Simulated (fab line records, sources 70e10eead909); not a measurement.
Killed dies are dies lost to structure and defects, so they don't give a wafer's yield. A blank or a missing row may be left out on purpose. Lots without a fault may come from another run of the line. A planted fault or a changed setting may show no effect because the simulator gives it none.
Which tool did it? | flow nand_harc | 12 lots, 36 wafers sampled, at 5 steps of a route of 1302

WHAT THE GAUGES READ, wafer by wafer
NHARC_END_SORT_01.
lot  | measured     | on        | killed_at_array | killed_at_other | killed_at_periphery | killed_dies | killed_open | killed_short
L564 | day 30 18:22 | prober-02 | 71              | 3               | 3                   | 77          | 4           | 4

WHICH TOOL RAN EACH LOT (tool, then ch and the chambers of the sampled wafers, then the start)
lot  | NHARC_A_CONTACT_ETCH_136             | NHARC_A_CONTACT_ETCH_98                       | NHARC_A_CONTACT_CVD_19                   | NHARC_A_BLC_SOFTBAKE_05
L551 | har_cap_etch-01 ch 0,1, day 22 23:11 | rie_diel-02 ch 1,3, day 23 01:06              | cvd_w-02 ch 0,1, day 23 03:00 or earlier | litho_track-04 ch 0, day 23 03:00
L550 | har_cap_etch-03 ch 0,1, day 23 05:04 | rie_diel-03 ch 1,2, day 23 09:00 or earlier   | cvd_w-01 ch 0,1, day 23 09:00 or earlier | litho_track-06 ch 0, day 23 09:00
L552 | har_cap_etch-02 ch 0,1, day 25 07:59 | rie_diel-02 ch 0,2,3, day 25 12:00 or earlier | cvd_w-01 ch 0,1, day 25 12:00 or earlier | litho_track-01 ch 0, day 25 12:00
L556 | har_cap_etch-03 ch 0,1, day 25 14:35 | rie_diel-09 ch 1,2, day 25 19:00 or earlier   | cvd_w-02 ch 0,1, day 25 19:00 or earlier | litho_track-04 ch 0, day 25 19:00
L560 | har_cap_etch-02 ch 0,1, day 27 00:26 | rie_diel-03 ch 1,3, day 27 04:00 or earlier   | cvd_w-01 ch 0,1, day 27 04:00 or earlier | litho_track-04 ch 0, day 27 04:00
L561 | har_cap_etch-01 ch 0,1, day 27 02:08 | rie_diel-03 ch 1,2,3, day 27 06:00 or earlier | cvd_w-01 ch 0,1, day 27 06:00 or earlier | litho_track-06 ch 0, day 27 06:00
L564 | har_cap_etch-03 ch 0,1, day 28 19:18 | rie_diel-09 ch 0,2,3, day 28 23:00 or earlier | cvd_w-01 ch 0,1, day 28 23:00 or earlier | litho_track-04 ch 0, day 28 23:00
L566 | har_cap_etch-01 ch 0,1, day 30 12:12 | rie_diel-09 ch 0,2,3, day 30 16:00 or earlier | cvd_w-01 ch 0,1, day 30 16:00 or earlier | litho_track-06 ch 0, day 30 16:00
L568 | har_cap_etch-02 ch 0, day 30 18:56   | rie_diel-03 ch 0,1,2, day 30 23:00 or earlier | cvd_w-01 ch 0,1, day 30 23:00 or earlier | litho_track-06 ch 0, day 30 23:00
L570 | har_cap_etch-02 ch 0,1, day 31 00:12 | rie_diel-02 ch 0,1,3, day 31 04:00 or earlier | cvd_w-02 ch 0,1, day 31 04:00 or earlier | litho_track-06 ch 0, day 31 04:00
L572 | har_cap_etch-02 ch 0,1, day 31 11:40 | rie_diel-03 ch 1,2, day 31 15:00 or earlier   | cvd_w-02 ch 0,1, day 31 15:00 or earlier | litho_track-01 ch 0, day 31 15:00
L571 | har_cap_etch-03 ch 0,1, day 31 13:35 | rie_diel-03 ch 0,2,3, day 31 17:00 or earlier | cvd_w-02 ch 0,1, day 31 17:00 or earlier | litho_track-06 ch 0, day 31 17:00
- NHARC_A_CONTACT_ETCH_136: etches the open film in C4F8/O2/Ar, time 311 s, target depth 1912 nm.
- NHARC_A_CONTACT_ETCH_98: etches the open film in C4F6/O2, target depth 20 nm, time 10 s.
- NHARC_A_CONTACT_CVD_19: deposits W, target thk 300 nm, time 802 s.
- NHARC_A_BLC_SOFTBAKE_05: time 55 s.

WHAT THE TOOLS THEMSELVES READ (means of the sampled wafers that have a number; where no wafer has one, the mark that the record gives instead)
NHARC_A_CONTACT_ETCH_136.
lot  | tool            | chamber_pressure_mTorr (mTorr)
L551 | har_cap_etch-01 | 20.011
L550 | har_cap_etch-03 | 20.002
L552 | har_cap_etch-02 | 20.007
L556 | har_cap_etch-03 | 19.985
L560 | har_cap_etch-02 | 19.991
L561 | har_cap_etch-01 | 20.008
L564 | har_cap_etch-03 | 20.013
L566 | har_cap_etch-01 | 19.998
L568 | har_cap_etch-02 | 19.994
L570 | har_cap_etch-02 | 19.995
L572 | har_cap_etch-02 | 19.996
L571 | har_cap_etch-03 | 19.986

NHARC_A_CONTACT_ETCH_98.
lot  | tool        | c4f6_flow_sccm (sccm) | chamber_pressure_mTorr (mTorr) | drypump_motor_current_A (A) | o2_flow_sccm (sccm) | oes_product_au (a.u.) | rf_vpp_V (V) | showerhead_plenum_p_Torr (Torr) | throttle_valve_pct (%)
L551 | rie_diel-02 | 25.01                 | 29.991                         | 6.0                         | 20.08               | 0.954                 | 542          | 3.71                            | 26.913
L550 | rie_diel-03 | 25.00                 | 30.043                         | 5.1                         | 20.04               | 0.940                 | 545          | 3.85                            | 26.899
L552 | rie_diel-02 | 25.07                 | 29.972                         | 5.5                         | 20.00               | 0.990                 | 547          | 3.92                            | 26.899
L556 | rie_diel-09 | 25.02                 | 29.992                         | 5.6                         | 19.99               | 0.936                 | 549          | 4.02                            | 26.907
L560 | rie_diel-03 | 25.03                 | 29.995                         | 5.3                         | 19.96               | 0.950                 | 550          | 4.05                            | 26.906
L561 | rie_diel-03 | 25.03                 | 30.015                         | 5.3                         | 20.02               | 0.945                 | 546          | 3.90                            | 26.908
L564 | rie_diel-09 | 24.99                 | 30.006                         | 5.8                         | 20.00               | 0.960                 | 546          | 3.94                            | 26.899
L566 | rie_diel-09 | 24.96                 | 29.993                         | 5.8                         | 19.99               | 0.966                 | 548          | 3.94                            | 26.894
L568 | rie_diel-03 | 25.02                 | 30.028                         | 5.4                         | 20.00               | 0.970                 | 548          | 3.94                            | 26.901
L570 | rie_diel-02 | 25.04                 | 30.006                         | 5.9                         | 20.00               | 0.947                 | 545          | 3.85                            | 26.907
L572 | rie_diel-03 | 25.05                 | 29.984                         | 5.3                         | 20.07               | 0.950                 | 552          | 4.12                            | 26.887
L571 | rie_diel-03 | 24.89                 | 29.994                         | 5.5                         | 19.99               | 0.949                 | 548          | 3.99                            | 26.899

NHARC_A_CONTACT_CVD_19.
lot  | tool     | heater_power_w (W) | mfc_wf6_sccm (sccm) | throttle_valve_pct (%)
L551 | cvd_w-02 | 468                | 40.12               | 7.97
L550 | cvd_w-01 | 469                | 40.04               | 7.96
L552 | cvd_w-01 | 502                | 39.91               | 7.50
L556 | cvd_w-02 | 470                | 39.95               | 7.78
L560 | cvd_w-01 | 495                | 39.96               | 7.49
L561 | cvd_w-01 | 502                | 39.87               | 7.51
L564 | cvd_w-01 | 501                | 40.03               | 7.57
L566 | cvd_w-01 | 486                | 40.06               | 7.61
L568 | cvd_w-01 | 505                | 39.98               | 7.59
L570 | cvd_w-02 | 464                | 40.09               | 7.80
L572 | cvd_w-02 | 475                | 40.03               | 7.83
L571 | cvd_w-02 | 480                | 40.01               | 7.79

NHARC_A_BLC_SOFTBAKE_05.
lot  | tool           | heater_power_total_W (W)
L551 | litho_track-04 | 188.39
L550 | litho_track-06 | 188.53
L552 | litho_track-01 | 188.39
L556 | litho_track-04 | 188.41
L560 | litho_track-04 | 188.42
L561 | litho_track-06 | 188.50
L564 | litho_track-04 | 188.48
L566 | litho_track-06 | 188.46
L568 | litho_track-06 | 152.53
L570 | litho_track-06 | 152.75
L572 | litho_track-01 | 188.45
L571 | litho_track-06 | 152.46

THE ANSWER, worked out from the rows above alone
Rule: what is usual is taken from the lots themselves. Put in order of their means at a reading, lots are off if they are a third of the lots or fewer, leave a main group of 4 or more, and stand apart from it by a gap of 3 or more times the standard deviation of the main group's means; of several such gaps the widest counts. A main group whose means are all the same, to the digits that the tables above print for the reading, isn't used. A lot without any number at a reading at which 4 lots or more have one is off too. The other lots that the step has rows for count as sound. The gauges are gone through in route order, then the tools' own readings, and for those a lot's mean is taken as printed above. The first step at which some lot is off is used, and at that step the reading that is off furthest; a lot without a number counts as furthest.
Off: L568, L570, L571, at NHARC_A_BLC_SOFTBAKE_05 (heater_power_total_W). The main group: mean 188.45 W, standard deviation 0.047.
A tool fits if, at that step or a process step before it, it ran every lot that is off, and no sound lot after the first of them. NHARC_A_CONTACT_ETCH_98 gives no start for some lots, so the hours and the order of its lots are those of NHARC_A_BLC_SOFTBAKE_05. NHARC_A_CONTACT_CVD_19 gives no start for some lots, so the hours and the order of its lots are those of NHARC_A_BLC_SOFTBAKE_05. One fits: litho_track-06 at NHARC_A_BLC_SOFTBAKE_05. Its last sound lot is L566 (day 30 16:00), its first lot that is off L568 (day 30 23:00): a fault that began between those two fits.
The tool's own readings at NHARC_A_BLC_SOFTBAKE_05 bear it out: on the lots that are off they differ by more than 5 times the standard deviation of the sound lots' means. heater_power_total_W reads 152.58 W there against 188.45 W on the sound lots.

WHAT THE SIMULATOR HAD PUT IN
Process parameter drift: litho_track-06, from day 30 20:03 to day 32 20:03, at NHARC_A_BLC_SOFTBAKE_05. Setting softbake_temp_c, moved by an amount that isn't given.
Lots struck among those shown: L568, L570, L571. The rule above found the same.
